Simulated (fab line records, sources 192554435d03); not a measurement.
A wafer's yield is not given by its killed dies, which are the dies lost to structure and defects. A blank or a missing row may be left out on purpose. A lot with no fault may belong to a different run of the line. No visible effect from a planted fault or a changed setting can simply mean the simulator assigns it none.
fab line records	flow n5-finfet
[record] lots = 7	wafers = 21
route steps=1938 shown BEOL_M3@957 BEOL_M4@1031 BEOL_M5@1142
start-h: hours from the record's opening day to when the first of the lot's shown wafers began	wait-h: hours elapsed since this lot's preceding step	" repeats the value in the row above	L1.1+2: a single row standing in for several wafers	- no value, or no start was given	* or withheld: withheld	< > ~ a bound
route shown NAME@n: names a module that has steps shown in the file, with the first one's number in the route	usual: the fault-free wafers' mean and standard deviation	same: alike in all rows	chamber/n: place in a boat	sites: the reading at each site	_std_site: the standard deviation of these	_edge_site: the outer-site mean with the inner-site mean subtracted	radius-mm: for every site, how far away it sits from the centre of the wafer	mask NAME#n: copy n	behind: tool/chamber where the wafer was last shaped	hold: reason for holding the lot/hours on hold/outcome of the hold	device: the transistor (n, p or np) that didn't switch	end of line: at the end of the route, the tests of the same wafers	a step given without rows: its recipe and nothing more	killed: the dies lost at the first sort to structure and to defects; this is not the yield of the wafer	map: a wafer's dies, x killed, . not, _ none there
set.NAME: the setting that was run; set.NAME@STEP: the one run at that earlier step	model.NAME: the simulator's own value behind a step, which no gauge read
lots whose settings were changed on purpose; a table a step, a row a wafer
[[steps]]
[step N5_BEOL_M3_COAT_67]
[recipe] resist = SOC	temp-c = 250	time-s = 60	spin-rpm = 1500	resist-thk-nm = 60
lot.wafer	tool	chamber	start-h	wait-h	set.spin-rpm	model.SOC_of_BEOL_M3_COAT_67.thk-nm
L074.1+5	litho-track-04	0	187.88	0.0	1500	60.2
L074.4	"	0	"	"	1500	60.4
L075.3+4	litho-track-04	0	188.21	0.0	1381	62.6
L075.5	"	0	"	"	1500	60
L076.3	litho-track-03	0	193.91	0.0	1500	60
L076.4	"	0	"	"	1579	58.2
L076.6	"	0	"	"	1579	58.4
L078.2	litho-track-04	0	199.09	0.0	1500	60.4
L078.5+6	"	0	"	"	1563	59
L089.1+3	litho-track-04	0	277.55	0.0	1611	57.6
L089.4	"	0	"	"	1500	59.6
L092.1+2+4	litho-track-04	0	295.47	0.0	1500	59.8
L091.2	litho-track-03	0	299.07	0.0	1500	60.2
L091.3	"	0	"	"	1500	59.6
L091.4	"	0	"	"	1500	59.8
[step N5_BEOL_M3_COAT_68]
[recipe] resist = SiARC	temp-c = 220	time-s = 60	spin-rpm = 1500	resist-thk-nm = 12
[step N5_BEOL_M3_COAT_76]
[recipe] resist = underlayer	temp-c = 205	time-s = 60	spin-rpm = 1500	resist-thk-nm = 5
[step N5_BEOL_M3_ALD_98]
[recipe] material = SiO2	target-thk-a = 25	temp-c = 100	ald-precursor-family = BDEAS	ald-co-reactant = O2-plasma	pulse-time-s = 1	co-reactant-pulse-time-s = 1	purge-time-s = 2	co-reactant-purge-time-s = 2	ald-cycles = 17	pressure-torr = 2
[step N5_BEOL_M3_ETCHBACK_99]
[recipe] chemistry = CHF3	target = SiO2	target-depth-a = 50	time-s = 10.4	source-w = 215	bias-w = 47	Ar_flow_sccm = 200	CHF3_flow_sccm = 12	ion-energy-ev = 100	pressure-mtorr = 30
[step N5_BEOL_M3_ETCH_70]
[recipe] chemistry = N2/H2	target = SOC	target-depth-a = 800	overetch-a = 160	mask-material = SiARC	temp-c = 40	time-s = 120	ion-energy-ev = 200	pressure-mtorr = 30	source-w = 840	bias-w = 150	n2-flow-sccm = 200	h2-flow-sccm = 200
lot.wafer	tool	chamber	start-h	wait-h	set.spin-rpm@BEOL_M3_COAT_67	model.etch.depth-nm
L074.1	rie-diel-06	2	214.00	0.0	1500	60.28
L074.4	"	3	"	"	1500	60.38
L074.5	"	2	"	"	1500	60.24
L075.3	rie-diel-05	0	217.52	0.0	1381	62.54
L075.4	"	1	"	"	1381	62.67
L075.5	"	2	"	"	1500	60.1
L076.3	rie-diel-06	1	224.90	0.0	1500	60
L076.4	"	1	"	"	1579	58.23
L076.6	"	2	"	"	1579	58.39
L078.2	rie-diel-06	1	235.16	0.0	1500	60.47
L078.5	"	2	"	"	1563	59.02
L078.6	"	1	"	"	1563	58.97
L089.1	rie-diel-02	2	289.71	0.0	1611	57.54
L089.3	"	3	"	"	1611	57.63
L089.4	"	1	"	"	1500	59.55
L091.2	rie-diel-02	2	329.97	0.0	1500	60.14
L091.3	"	0	"	"	1500	59.67
L091.4	"	3	"	"	1500	59.74
L092.1	rie-diel-06	2	330.05	0.0	1500	59.76
L092.2	"	0	"	"	1500	59.81
L092.4	"	1	"	"	1500	59.83
[step N5_BEOL_M3_STRIP_71]
[recipe] chemistry = N2/H2	temp-c = 40	n2-flow-sccm = 200	h2-flow-sccm = 200	rf-frequency-hz = 6e+07
[step N5_BEOL_M3_STRIP_78]
[recipe] chemistry = N2/H2	temp-c = 40	n2-flow-sccm = 200	h2-flow-sccm = 200	rf-frequency-hz = 6e+07
[step N5_BEOL_M3_VIA_ETCH_34]
[recipe] chemistry = C4F6/O2	target-depth-a = 694	mask-material = SOC	pressure-mtorr = 15	ion-energy-ev = 250	taper-deg = 4	time-s = 65.9	source-w = 350	bias-w = 170	Ar_flow_sccm = 300	C4F6_flow_sccm = 10	O2_flow_sccm = 10
lot.wafer	tool	chamber	start-h	wait-h	set.spin-rpm@BEOL_M3_COAT_67	model.SOC_of_BEOL_M3_COAT_67.thk-nm
L074.1	rie-diel-06	2	214.10	0.0	1500	52.6
L074.4	"	3	"	"	1500	51.8
L074.5	"	2	"	"	1500	52.4
L075.3	rie-diel-05	0	217.62	0.0	1381	54.4
L075.4	"	1	"	"	1381	55
L075.5	"	2	"	"	1500	51.8
L076.3	rie-diel-06	1	225.00	0.0	1500	52
L076.4	"	1	"	"	1579	50.4
L076.6	"	2	"	"	1579	50.8
L078.2	rie-diel-06	1	235.26	0.0	1500	52.4
L078.5	"	2	"	"	1563	51.2
L078.6	"	1	"	"	1563	51
L089.1	rie-diel-02	2	289.82	0.0	1611	49.8
L089.3	"	3	"	"	1611	49.6
L089.4	"	1	"	"	1500	51.4
L091.2	rie-diel-02	2	330.07	0.0	1500	52.2
L091.3	"	0	"	"	1500	51.6
L091.4	"	3	"	"	1500	51.8
L092.1	rie-diel-06	2	330.15	0.0	1500	51.8
L092.2	"	0	"	"	1500	52.2
L092.4	"	1	"	"	1500	52
[step N5_BEOL_M4_EXPOSE_08]
[recipe] mask-id = M4	na = 0.33	source-shape = dipole	sigma-inner = 0.369	sigma-outer = 0.767	polarization = unpolarized	dose-mj = 41.25
lot.wafer	tool	chamber	start-h	wait-h	mask	set.dose-mj
L074.1	euv-scanner-02	0	220.34	-	M4#0	38.19
L074.4+5	"	0	"	"	M4#0	41.25
L075.3+4+5	euv-scanner-01	0	224.67	-	M4#0	41.25
L076.3+6	euv-scanner-01	0	230.85	-	M4#0	41.25
L076.4	"	0	"	"	M4#0	38.25
L078.2+5	euv-scanner-01	0	241.28	-	M4#0	40.36
L078.6	"	0	"	"	M4#0	41.25
L089.1+3+4	euv-scanner-01	0	296.83	-	M4#0	41.25
L091.2+3+4	euv-scanner-02	0	337.37	-	M4#0	41.25
L092.1	euv-scanner-02	0	337.60	-	M4#0	41.25
L092.2+4	"	0	"	"	M4#0	44.02
[step N5_BEOL_M4_PEB_09]
[recipe] peb-temp-c = 100	peb-time-s = 60	resist = CAR-EUV
[step N5_BEOL_M4_DEVELOP_10]
[recipe] develop-time-s = 30	developer = TMAH	resist = CAR-EUV	rinse-liquid = surfactant-rinse	dry = air-spin	dev-temp-c = 23
[step N5_BEOL_M4_CD_MEAS_11]
[recipe] target-cd-nm = 16.79	landing-energy-ev = 500	detector = se-inlens	polarity = opening
[usual] cd-nm = 16.97/0.25
lot.wafer	tool	chamber	start-h	wait-h	set.dose-mj@BEOL_M4_EXPOSE_08	cd-nm
L074.1	cd-sem-03	0	220.47	-	38.19	15.46
L074.4	"	0	"	"	41.25	17.03
L074.5	"	0	"	"	41.25	17.27
L075.3	cd-sem-03	0	224.79	-	41.25	17.03
L075.4	"	0	"	"	41.25	17.03
L075.5	"	0	"	"	41.25	17.23
L076.3	cd-sem-03	0	230.97	-	41.25	17.22
L076.4	"	0	"	"	38.25	15.80
L076.6	"	0	"	"	41.25	16.86
L078.2	cd-sem-01	0	241.41	-	40.36	16.35
L078.5	"	0	"	"	40.36	15.83
L078.6	"	0	"	"	41.25	17.07
L089.1	cd-sem-02	0	296.96	-	41.25	16.45
L089.3	"	0	"	"	41.25	16.97
L089.4	"	0	"	"	41.25	17.23
L091.2	cd-sem-01	0	337.50	-	41.25	16.64
L091.3	"	0	"	"	41.25	16.52
L091.4	"	0	"	"	41.25	16.93
L092.1	cd-sem-02	0	337.73	-	41.25	17.24
L092.2	"	0	"	"	44.02	17.96
L092.4	"	0	"	"	44.02	18.39
[step N5_BEOL_M4_DESCUM_16]
[recipe] chemistry = O2	time-s = 7	source-power-w = 50	bias-power-w = 20	pressure-mtorr = 20	rf-frequency-hz = 2.712e+07	temp-c = 40	resist = CAR-EUV	o2-flow-sccm = 225
[step N5_BEOL_M4_ETCH_74]
[recipe] chemistry = N2/H2	target = underlayer	target-depth-a = 65	mask-material = CAR-EUV	time-s = 5.2	ion-energy-ev = 200	pressure-mtorr = 30	source-w = 840	bias-w = 150	n2-flow-sccm = 200	h2-flow-sccm = 200	ends = cleared
lot.wafer	tool	chamber	start-h	wait-h	set.dose-mj@BEOL_M4_EXPOSE_08	model.BEOL_M4.cd-offset-nm
L074.1	rie-diel-03	1	220.75	0.0	38.19	-1.6
L074.4	"	3	"	"	41.25	0
L074.5	"	0	"	"	41.25	0.4
L075.3	rie-diel-03	2	225.02	0.0	41.25	0.2
L075.4	"	3	"	"	41.25	0
L075.5	"	0	"	"	41.25	0.4
L076.3	rie-diel-01	2	231.23	0.0	41.25	0.2
L076.4	"	3	"	"	38.25	-1.2
L076.6	"	2	"	"	41.25	0
L078.2+5	rie-diel-03	0	241.62	0.0	40.36	-0.4
L078.6	"	1	"	"	41.25	0
L089.1+4	rie-diel-01	3,1	297.65	0.0	41.25	0.2
L089.3	"	0	"	"	41.25	0.4
L091.2+4	rie-diel-04	3,0	337.66	0.0	41.25	0
L091.3	"	1	"	"	41.25	-0.4
L092.1	rie-diel-04	3	337.90	0.0	41.25	0.2
L092.2	"	1	"	"	44.02	1.2
L092.4	"	2	"	"	44.02	2
[step N5_BEOL_M4_ETCH_63]
[recipe] chemistry = CF4	target = SiARC	target-depth-a = 156	mask-material = CAR-EUV	time-s = 26	ion-energy-ev = 80	pressure-mtorr = 40	source-w = 545	bias-w = 36	Ar_flow_sccm = 100	cf4-flow-sccm = 100	ends = cleared
lot.wafer	tool	chamber	start-h	wait-h	set.dose-mj@BEOL_M4_EXPOSE_08	model.BEOL_M4.cd-offset-nm
L074.1	rie-diel-03	1	220.77	0.0	38.19	-1.6
L074.4	"	3	"	"	41.25	0.2
L074.5	"	0	"	"	41.25	0.4
L075.3	rie-diel-03	2	225.03	0.0	41.25	0.2
L075.4	"	3	"	"	41.25	0
L075.5	"	0	"	"	41.25	0.4
L076.3	rie-diel-01	2	231.25	0.0	41.25	0.4
L076.4	"	3	"	"	38.25	-1.2
L076.6	"	2	"	"	41.25	0.2
L078.2	rie-diel-03	0	241.64	0.0	40.36	-0.2
L078.5	"	0	"	"	40.36	-0.6
L078.6	"	1	"	"	41.25	0
L089.1	rie-diel-01	3	297.67	0.0	41.25	0
L089.3	"	0	"	"	41.25	0.4
L089.4	"	1	"	"	41.25	0.2
L091.2	rie-diel-04	3	337.68	0.0	41.25	-0.2
L091.3	"	1	"	"	41.25	-0.6
L091.4	"	0	"	"	41.25	0.2
L092.1	rie-diel-04	3	337.91	0.0	41.25	0.2
L092.2	"	1	"	"	44.02	1
L092.4	"	2	"	"	44.02	2.2
[step N5_BEOL_M4_ETCH_64]
[recipe] chemistry = N2/H2	target = SOC	target-depth-a = 750	overetch-a = 225	mask-material = SiARC	temp-c = 40	time-s = 121.9	ion-energy-ev = 200	pressure-mtorr = 30	source-w = 840	bias-w = 150	n2-flow-sccm = 200	h2-flow-sccm = 200
lot.wafer	tool	chamber	start-h	wait-h	set.time-s	set.dose-mj@BEOL_M4_EXPOSE_08	model.BEOL_M4.cd-offset-nm
L074.1	rie-diel-03	1	220.80	0.0	121.9	38.19	-1.4
L074.4	"	3	"	"	148.2	41.25	0.6
L074.5	"	0	"	"	121.9	41.25	0.6
L075.3	rie-diel-03	2	225.06	0.0	107.7	41.25	0
L075.4	"	3	"	"	107.7	41.25	-0.4
L075.5	"	0	"	"	121.9	41.25	0.4
L076.3	rie-diel-01	2	231.28	0.0	141.2	41.25	0.8
L076.4	"	3	"	"	141.2	38.25	-1.2
L076.6	"	2	"	"	141.2	41.25	0.2
L078.2	rie-diel-03	0	241.66	0.0	143.1	40.36	0.2
L078.5	"	0	"	"	143.1	40.36	0
L078.6	"	1	"	"	121.9	41.25	0.2
L089.1	rie-diel-01	3	297.70	0.0	121.9	41.25	-0.2
L089.3	"	0	"	"	134.3	41.25	0.6
L089.4	"	1	"	"	121.9	41.25	0.2
L091.2+3	rie-diel-04	3,1	337.71	0.0	121.9	41.25	-0.2
L091.4	"	0	"	"	121.9	41.25	0.4
L092.1	rie-diel-04	3	337.94	0.0	121.9	41.25	0.2
L092.2	"	1	"	"	121.9	44.02	1.2
L092.4	"	2	"	"	121.9	44.02	2.2
[step N5_BEOL_M4_STRIP_65]
[recipe] chemistry = N2/H2	temp-c = 40	n2-flow-sccm = 200	h2-flow-sccm = 200	rf-frequency-hz = 6e+07
[step N5_BEOL_M4_STRIP_75]
[recipe] chemistry = N2/H2	temp-c = 40	n2-flow-sccm = 200	h2-flow-sccm = 200	rf-frequency-hz = 6e+07
[step N5_BEOL_M4_STRIP_66]
[recipe] chemistry = CF4	resist = SiARC	power-w = 300	bias-power-w = 75	pressure-mtorr = 50	cf4-flow-sccm = 150	rf-frequency-hz = 6e+07
[step N5_BEOL_M4_HM_OPEN_17]
[recipe] chemistry = Cl2/BCl3	target-depth-a = 200	overetch-a = 60	target = TiN	mask-material = SOC	ion-energy-ev = 150	pressure-mtorr = 10	icp-w = 1000	bias-w = 126	Cl2_flow_sccm = 53.25	bcl3-flow-sccm = 21.75	Ar_flow_sccm = 25
lot.wafer	tool	chamber	start-h	wait-h	set.dose-mj@BEOL_M4_EXPOSE_08	set.time-s@BEOL_M4_ETCH_64	model.etch.depth-nm	model.BEOL_M4.cd-offset-nm
L074.1	rie-metal-03	1	220.97	0.0	38.19	121.9	20.05	-1.2
L074.4	"	0	"	"	41.25	148.2	17.58	0.6
L074.5	"	1	"	"	41.25	121.9	19.91	0.8
L075.3	rie-metal-02	1	225.26	0.1	41.25	107.7	19.95	0
L075.4	"	0	"	"	41.25	107.7	20.13	-0.4
L075.5	"	1	"	"	41.25	121.9	20.18	0.4
L076.3	rie-metal-03	1	231.49	0.1	41.25	141.2	18.46	1.2
L076.4	"	0	"	"	38.25	141.2	18.04	-1
L076.6	"	1	"	"	41.25	141.2	17.92	0.6
L078.2	rie-metal-01	0	241.84	0.0	40.36	143.1	18.05	0.2
L078.5	"	0	"	"	40.36	143.1	18.09	0
L078.6	"	1	"	"	41.25	121.9	19.86	0.2
L089.1	rie-metal-02	1	297.87	0.0	41.25	121.9	20.04	-0.2
L089.3	"	0	"	"	41.25	134.3	19.44	0.6
L089.4	"	1	"	"	41.25	121.9	20.18	0
L091.2	rie-metal-03	1	337.88	0.0	41.25	121.9	20.08	0
L091.3	"	1	"	"	41.25	121.9	20.61	-0.2
L091.4	"	0	"	"	41.25	121.9	19.93	0.4
L092.1	rie-metal-02	1	338.12	0.0	41.25	121.9	20.16	0
L092.2	"	0	"	"	44.02	121.9	19.98	1.2
L092.4	"	0	"	"	44.02	121.9	20.4	2.2
[step N5_BEOL_M4_DESCUM_33]
[recipe] chemistry = O2	time-s = 7	source-power-w = 50	bias-power-w = 20	pressure-mtorr = 20	rf-frequency-hz = 2.712e+07	temp-c = 40	resist = CAR-EUV	o2-flow-sccm = 225
lot.wafer	tool	chamber	start-h	wait-h	set.time-s	model.CAR-EUV_of_BEOL_M4_COAT_22.thk-nm
L074.1+4	rie-diel-01	2,0	221.59	0.0	7.436	26
L074.5	"	2	"	"	7	26.2
L075.3	rie-diel-01	0	225.86	0.0	7	26
L075.4+5	"	2,3	"	"	7	26.2
L076.3	rie-diel-04	0	232.23	0.0	5.691	26.6
L076.4	"	3	"	"	5.691	27
L076.6	"	1	"	"	7	26
L078.2+5+6	rie-diel-03	3,2,3	242.46	0.0	7	26
L089.1+3+4	rie-diel-04	0,1,2	298.50	0.0	7	26.2
L091.2+3	rie-diel-01	3,2	338.94	0.3	7	26.2
L091.4	"	1	"	"	7	26
L092.1+2+4	rie-diel-03	3,2,3	339.11	0.3	7	26
[step N5_BEOL_M4_ALD_98]
[recipe] material = SiO2	target-thk-a = 25	temp-c = 100	ald-precursor-family = BDEAS	ald-co-reactant = O2-plasma	pulse-time-s = 1	co-reactant-pulse-time-s = 1	purge-time-s = 2	co-reactant-purge-time-s = 2	ald-cycles = 17	pressure-torr = 2
lot.wafer	tool	chamber	start-h	wait-h	set.temp-c
L074.1+5	ald-sin-01	1,2	221.73	0.1	100
L074.4	"	3	"	"	102.7
L075.3	ald-sin-03	0	225.99	0.1	96.16
L075.4+5	"	3,0	"	"	100
L076.3	ald-sin-03	2	232.73	0.4	102.5
L076.4+6	"	1,3	"	"	100
L078.2+5+6	ald-sin-04	2,2,3	243.15	0.6	103.4
L089.1+3	ald-sin-01	3,1	298.63	0.1	101.5
L089.4	"	2	"	"	100
L091.2+3+4	ald-sin-01	2,3,1	339.08	0.1	100
L092.1	ald-sin-01	3	339.57	0.4	100
L092.2+4	"	1,2	"	"	103.8
[step N5_BEOL_M4_ETCHBACK_99]
[recipe] chemistry = CHF3	target = SiO2	target-depth-a = 50	time-s = 10.4	source-w = 215	bias-w = 47	Ar_flow_sccm = 200	CHF3_flow_sccm = 12	ion-energy-ev = 100	pressure-mtorr = 30
[step N5_BEOL_M4_ETCH_70]
[recipe] chemistry = N2/H2	target = SOC	target-depth-a = 800	overetch-a = 240	mask-material = SiARC	temp-c = 40	time-s = 130	ion-energy-ev = 200	pressure-mtorr = 30	source-w = 840	bias-w = 150	n2-flow-sccm = 200	h2-flow-sccm = 200
[step N5_BEOL_M4_PRECLEAN_42]
[recipe] chemistry = residue-remover	time-s = 60	temp-c = 40
[step N5_BEOL_M4_SRD_43]
[recipe] time-s = 30	temp-c = 23	rinse-liquid = diw	dry = ipa-marangoni
[step N5_BEOL_M4_CD_MEAS_35]
[recipe] target-cd-nm = 18	target-cd-y-nm = 22.4	polarity = opening
[usual] cd-nm = 18.2/0.39
lot.wafer	tool	chamber	start-h	wait-h	set.dose-mj@BEOL_M4_EXPOSE_08	cd-nm
L074.1	cd-sem-03	-	231.39	0.0	38.19	16.8
L074.4	"	-	"	"	41.25	18.5
L074.5	"	-	"	"	41.25	18.5
L076.3	cd-sem-03	-	261.41	0.0	41.25	19.4
L076.4	"	-	"	"	38.25	17.0
L076.6	"	-	"	"	41.25	18.7
L075.3	cd-sem-03	-	266.13	0.0	41.25	18.1
L075.4	"	-	"	"	41.25	17.4
L075.5	"	-	"	"	41.25	17.8
L078.2	cd-sem-03	-	276.52	0.0	40.36	18.4
L078.5	"	-	"	"	40.36	17.7
L078.6	"	-	"	"	41.25	18.1
L089.1	cd-sem-02	-	340.22	0.0	41.25	17.5
L089.3	"	-	"	"	41.25	18.4
L089.4	"	-	"	"	41.25	17.9
L091.2	cd-sem-02	-	350.87	0.0	41.25	18.0
L091.3	"	-	"	"	41.25	17.7
L091.4	"	-	"	"	41.25	18.3
L092.1	cd-sem-02	-	351.11	0.0	41.25	18.1
L092.2	"	-	"	"	44.02	19.4
L092.4	"	-	"	"	44.02	20.4
[step N5_BEOL_M5_COAT_22]
[recipe] resist = CAR-EUV	spin-rpm = 1500	resist-thk-nm = 30
lot.wafer	tool	chamber	start-h	wait-h	set.spin-rpm	model.CAR-EUV_of_BEOL_M5_COAT_22.thk-nm
L074.1	litho-track-04	0	-	-	1372	31.4
L074.4	"	0	"	"	1500	30.2
L074.5	"	0	"	"	1500	30
L076.3+6	litho-track-04	0	-	-	1500	30
L076.4	"	0	"	"	1389	31.2
L075.3	litho-track-04	0	-	-	1500	30
L075.4	"	0	"	"	1624	28.8
L075.5	"	0	"	"	1500	30.2
L078.2	litho-track-04	0	-	-	1392	31
L078.5	"	0	"	"	1392	30.8
L078.6	"	0	"	"	1500	29.8
L089.1	litho-track-05	0	-	-	1573	29.4
L089.3+4	"	0	"	"	1500	30.2
L092.1+4	litho-track-03	0	-	-	1500	30
L092.2	"	0	"	"	1621	28.8
L091.2+3+4	litho-track-05	0	-	-	1500	30.2
[step N5_BEOL_M5_EBR_24]
[recipe] solvent = PGMEA	ebr-width-mm = 1.5
[step N5_BEOL_M5_SOFTBAKE_23]
[recipe] temp-c = 110	time-s = 60	resist = CAR-EUV
[step N5_BEOL_M5_DESCUM_33]
[recipe] chemistry = O2	time-s = 7	source-power-w = 50	bias-power-w = 20	pressure-mtorr = 20	rf-frequency-hz = 2.712e+07	temp-c = 40	resist = CAR-EUV	o2-flow-sccm = 225
lot.wafer	tool	chamber	start-h	wait-h	set.spin-rpm@BEOL_M5_COAT_22	model.CAR-EUV_of_BEOL_M5_COAT_22.thk-nm
L074.1	rie-diel-02	2	244.23	0.0	1372	27.4
L074.4	"	1	"	"	1500	26.2
L074.5	"	2	"	"	1500	26
L076.3	rie-diel-05	0	275.56	0.2	1500	26.2
L076.4	"	2	"	"	1389	27.2
L076.6	"	2	"	"	1500	26
L075.3	rie-diel-06	1	277.39	0.0	1500	26
L075.4	"	0	"	"	1624	25
L075.5	"	2	"	"	1500	26.2
L078.2	rie-diel-05	0	285.69	0.0	1392	27
L078.5	"	3	"	"	1392	26.8
L078.6	"	0	"	"	1500	26
L089.1	rie-diel-05	0	357.62	0.2	1573	25.6
L089.3	"	2	"	"	1500	26.2
L089.4	"	0	"	"	1500	26.4
L092.1	rie-diel-02	2	365.26	0.0	1500	26
L092.2	"	3	"	"	1621	25
L092.4	"	1	"	"	1500	26.2
L091.2+3+4	rie-diel-06	0,3,1	365.44	0.0	1500	26.2
[step N5_BEOL_M5_ETCH_68]
[recipe] chemistry = N2/H2	target = SOC	target-depth-a = 800	overetch-a = 160	mask-material = SiARC	temp-c = 40	time-s = 120	ion-energy-ev = 200	pressure-mtorr = 30	source-w = 840	bias-w = 150	n2-flow-sccm = 200	h2-flow-sccm = 200
[usual] rf-vpp-V = 524.4/2.9
lot.wafer	tool	chamber	start-h	wait-h	set.bias-w	rf-vpp-V
L074.1	rie-diel-02	2	244.30	0.0	150	526.3
L074.4	"	1	"	"	150	526.0
L074.5	"	2	"	"	150	525.6
L076.3	rie-diel-05	0	275.64	0.0	150	520.1
L076.4	"	2	"	"	150	526.0
L076.6	"	2	"	"	150	526.5
L075.3	rie-diel-06	1	277.47	0.0	150	526.0
L075.4	"	0	"	"	140.8	504.0
L075.5	"	2	"	"	150	522.3
L078.2	rie-diel-05	0	285.77	0.0	150	520.5
L078.5	"	3	"	"	172.9	568.8
L078.6	"	0	"	"	150	520.3
L089.1	rie-diel-05	0	357.70	0.0	150	520.3
L089.3	"	2	"	"	150	525.1
L089.4	"	0	"	"	134.1	483.8
L092.1	rie-diel-02	2	365.34	0.0	150	524.9
L092.2	"	3	"	"	167.3	557.5
L092.4	"	1	"	"	167.3	564.4
L091.2	rie-diel-06	0	365.52	0.0	150	524.0
L091.3	"	3	"	"	150	525.1
L091.4	"	1	"	"	150	526.0
[[key]]
[split] step = N5_BEOL_M3_COAT_67	setting = spin-rpm	stated = 1500	by = wafer
[response] step = N5_BEOL_M3_COAT_67	reading = model.SOC_of_BEOL_M3_COAT_67.thk-nm	change = -0.308	per = 1%	r = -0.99
[response] step = N5_BEOL_M3_ETCH_70	reading = model.etch.depth-nm	change = -0.304	per = 1%	r = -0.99
[response] step = N5_BEOL_M3_VIA_ETCH_34	reading = model.SOC_of_BEOL_M3_COAT_67.thk-nm	change = -0.297	per = 1%	r = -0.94
[split] step = N5_BEOL_M4_EXPOSE_08	setting = dose-mj	stated = 41.25	by = wafer
[response] step = N5_BEOL_M4_CD_MEAS_11	reading = cd-nm	change = +0.19	per = 1%	r = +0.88
[response] step = N5_BEOL_M4_ETCH_74	reading = model.BEOL_M4.cd-offset-nm	change = +0.21	per = 1%	r = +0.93
[response] step = N5_BEOL_M4_ETCH_63	reading = model.BEOL_M4.cd-offset-nm	change = +0.224	per = 1%	r = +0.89
[response] step = N5_BEOL_M4_ETCH_64	reading = model.BEOL_M4.cd-offset-nm	change = +0.238	per = 1%	r = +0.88
[response] step = N5_BEOL_M4_HM_OPEN_17	reading = model.BEOL_M4.cd-offset-nm	change = +0.251	per = 1%	r = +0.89
[response] step = N5_BEOL_M4_CD_MEAS_35	reading = cd-nm	change = +0.251	per = 1%	r = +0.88
[split] step = N5_BEOL_M4_ETCH_64	setting = time-s	stated = 121.9	by = wafer
[response] step = N5_BEOL_M4_HM_OPEN_17	reading = model.etch.depth-nm	change = -0.0876	per = 1%	r = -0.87
[split] step = N5_BEOL_M4_DESCUM_33	setting = time-s	stated = 7	by = wafer
[response] step = N5_BEOL_M4_DESCUM_33	reading = model.CAR-EUV_of_BEOL_M4_COAT_22.thk-nm	change = -0.0417	per = 1%	r = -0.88
[split] step = N5_BEOL_M4_ALD_98	setting = temp-c	stated = 100	by = wafer
response none clear
[split] step = N5_BEOL_M5_COAT_22	setting = spin-rpm	stated = 1500	by = wafer
[response] step = N5_BEOL_M5_COAT_22	reading = model.CAR-EUV_of_BEOL_M5_COAT_22.thk-nm	change = -0.155	per = 1%	r = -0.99
[response] step = N5_BEOL_M5_DESCUM_33	reading = model.CAR-EUV_of_BEOL_M5_COAT_22.thk-nm	change = -0.14	per = 1%	r = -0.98
[split] step = N5_BEOL_M5_ETCH_68	setting = bias-w	stated = 150	by = wafer
[response] step = N5_BEOL_M5_ETCH_68	reading = rf-vpp-V	change = +3.28	per = 1%	r = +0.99
